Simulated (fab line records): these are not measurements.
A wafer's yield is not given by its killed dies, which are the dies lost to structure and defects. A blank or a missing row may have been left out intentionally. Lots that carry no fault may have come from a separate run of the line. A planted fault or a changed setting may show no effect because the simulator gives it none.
A lot that was struck, set against a sound lot || flow n5_finfet || 39 out of 1938 route steps
Sound: the wafers L448.1, L448.3, L448.4. Struck: wafers L458.2, L458.4, L458.6. The cause comes at the end.
Per side, at each step with rows, come the tool, then ch with its chambers, and then its first start. Under that, the readings that differ: sound wafers || struck wafers || difference of the means || sigmas: that difference in standard deviations of wafers without a fault.
alike: words and numbers the same on both sides, and readings whose means are apart by under 2 such deviations; not compared: readings that were withheld, readings missing a value for some wafer, numbers with overlapping values and no deviation given by the record, and bounds like >300 which may hide the same value.
The two part at a step that has a row with sigmas, a row that says differs or no value, or rows on one side only. Non-overlapping numbers with no deviation appear without sigmas and do not part them. Lack of a reading on every wafer of one side parts them only where that side has two or more wafers.

first, 9 steps without rows for these wafers: N5_HKMG_FIN_DESCUM_17 (chemistry O2, time 7.9 s); N5_HKMG_FIN_ETCH_31 (etches SiARC in CF4, target depth 45.5 nm, time 75.8 s); N5_HKMG_FIN_ETCH_32 (etches SOC in N2/H2, target depth 240 nm, time 300 s); N5_HKMG_FIN_STRIP_33 (strips in N2/H2); N5_HKMG_FIN_STRIP_34 (strips in CF4); N5_HKMG_FIN_ETCH_35 (etches SOC in N2/H2, target depth 215.8 nm, time 243.4 s); N5_HKMG_FIN_STRIP_92 (strips SOC in N2/H2, time 20 s); N5_HKMG_FIN_WET_ETCH_18 (etches TiN in SC1, time 55 s, target depth 5.2 nm, rinse time 30 s); N5_HKMG_FIN_STRIP_19 (strips in N2/H2, time 360 s).
N5_HKMG_FIN_ALD_91: deposits TiN, target thk 1 nm, pulse time 1 s, purge time 3 s.
  sound on ald_metal-01 ch 0,2,3, day 6 09:53; struck on ald_metal-03 ch 0,1,3, day 9 00:35
{"reading": "heater_power_w (W)", "sound": "738 1059 923", "struck": "580 764 690", "difference": -229, "sigmas": -2}
{"reading": "susceptor_temp_C (C)", "sound": "400.13 400.07 399.86", "struck": "369.77 369.76 369.83", "difference": -30.23, "sigmas": "-99 or more"}
  alike: precursor_pulse_height_rel
then, 27 steps without rows for these wafers: N5_HKMG_FIN_COAT_85 (time 60 s, resist thk 300 nm); N5_HKMG_FIN_ETCH_86 (etches SOC in N2/H2, stops on TiN, target depth 393.2 nm); N5_HKMG_FIN_STRIP_89 (strips SOC in N2/H2, time 20 s); N5_HKMG_FIN_WET_ETCH_87 (etches TiN in SC1, time 154.2 s, target depth 4.7 nm, rinse time 30 s); N5_HKMG_FIN_STRIP_88 (strips in N2/H2, time 360 s); N5_HKMG_FIN_NWFM_ALD_20 (deposits TiAlC, target thk 2 nm, pulse time 3 s, purge time 2 s); N5_HKMG_FIN_ALD_71 (deposits TiN, target thk 1 nm, pulse time 1 s, purge time 3 s); N5_HKMG_FIN_COAT_66 (time 60 s, resist thk 300 nm); N5_HKMG_FIN_ETCH_67 (etches SOC in N2/H2, stops on TiN, target depth 388.9 nm); N5_HKMG_FIN_STRIP_90 (strips SOC in N2/H2, time 20 s); N5_HKMG_FIN_WET_ETCH_73 (etches the open film in SC1, time 42.3 s, target depth 1.3 nm, rinse time 30 s); N5_HKMG_FIN_ETCHBACK_68 (etches the open film in Cl2/Ar, stops on HfO2, target depth 0.5 nm); N5_HKMG_FIN_STRIP_69 (strips in N2/H2, time 360 s); N5_HKMG_FIN_ALD_21 (deposits TiN, target thk 1.5 nm, pulse time 1 s, purge time 3 s); N5_HKMG_FIN_ALD_72 (deposits W, target thk 2 nm, pulse time 1 s, purge time 2 s); N5_HKMG_FIN_W_FILL_22 (material W, target thk 60 nm, time 18.2 s); N5_HKMG_FIN_PRECLEAN_83 (cleans in DIW, time 57.5 s); N5_HKMG_FIN_SRD_84 (dry time 32 s); N5_HKMG_FIN_CMP_23 (polishes, stops on SiNx, t overpolish 10 s, target thk 46.326 nm); N5_HKMG_FIN_CMP_94 (polishes, stops on SiNx, t overpolish 4.7 s, target thk 43.299 nm); N5_GATE_CUT_ETCHBACK_00 (etches W in SF6/Cl2); N5_GATE_CUT_ETCH_56 (etches TiN in Cl2/Ar, target depth 21.6 nm); N5_GATE_CUT_ETCHBACK_30 (etches TiN in Cl2/Ar, target depth 3 nm); N5_GATE_CUT_VAPOR_ETCH_60 (etches HfO2 in BCl3/Cl2); N5_GATE_CUT_ETCH_58 (etches SiNx in CH3F/O2, target depth 17 nm, time 128.6 s); N5_GATE_CUT_STRIP_59 (strips in N2/H2, time 20 s); N5_GATE_CUT_PRECLEAN_31 (cleans in DIW, time 300 s).
-- here the record skips 4 days between the struck wafers' starts before and after, leaving off in module GATE_CUT and picking up in module BEOL_M4 (first step shown: number 1111 of the route) --
N5_BEOL_M4_RC_MEAS_101:
  sound on prober-02 ch 0, day 10 04:01; struck on prober-01 ch 0, day 13 10:06
{"reading": "DIBL_P (mV/V)", "sound": "34.9 37.5 39.8", "struck": "32.2 35.1 32.0", "difference": -4.3, "sigmas": -2}
{"reading": "IOFF_N_LONG (nA/um)", "sound": "5.62e-05 5.71e-05 5.66e-05", "struck": "8.49e-05 8.5e-05 8.51e-05", "difference": "+2.84e-05", "sigmas": "+15"}
{"reading": "IOFF_P (nA/um)", "sound": "0.21 0.25 0.27", "struck": "0.13 0.16 0.13", "difference": -0.10, "sigmas": -3}
{"reading": "SS_P (mV/dec)", "sound": "73.3 73.8 74.7", "struck": "71.8 72.5 71.9", "difference": -1.9, "sigmas": -3}
{"reading": "VT_N (mV)", "sound": "250 246 241", "struck": "240 233 236", "difference": -9, "sigmas": -3}
{"reading": "VT_N_LONG (mV)", "sound": "273.7 274.2 273.2", "struck": "258.3 258.1 258.7", "difference": -15.3, "sigmas": -9}
{"reading": "VT_N_LVT (mV)", "sound": "98 94 91", "struck": "86 81 83", "difference": -11, "sigmas": -4}
{"reading": "VT_P (mV)", "sound": "-247 -248 -248", "struck": "-260 -257 -258", "difference": -11, "sigmas": -3}
  alike: DIBL_N, IOFF_N, IOFF_N_85C, IOFF_N_LIN, ION_N, ION_P, SS_N
-- record jumps: 4 days separate the struck wafers' starts on either side; left off in module BEOL_M4, taken up again in module PASSIVATION, whose first shown step is the route's number 1936 --
N5_PASSIVATION_PROBE_49:
  sound: prober-02 at day 14 20:58; struck: prober-02 at day 17 20:40
{"reading": "killed_at_front_end", "sound": "41 24 34", "struck": "41 82 55", "difference": "+26", "sigmas": "+3"}
  alike: defect_limited_yield, killed_at_M0_to_M3, killed_at_M4_up, killed_at_contacts, killed_at_other, killed_dies, killed_open, killed_short, sort_bin_4_leakage, sort_bin_5_function, sort_bin_6_memory, sort_n_pass, sort_yield_pct

WHERE THEY PART
Last at N5_PASSIVATION_PROBE_49 as far as this record goes, first at N5_HKMG_FIN_ALD_91.

WHY: whatever the simulator had introduced
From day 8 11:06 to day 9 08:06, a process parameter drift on ald_metal-03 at N5_HKMG_FIN_ALD_91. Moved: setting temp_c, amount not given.
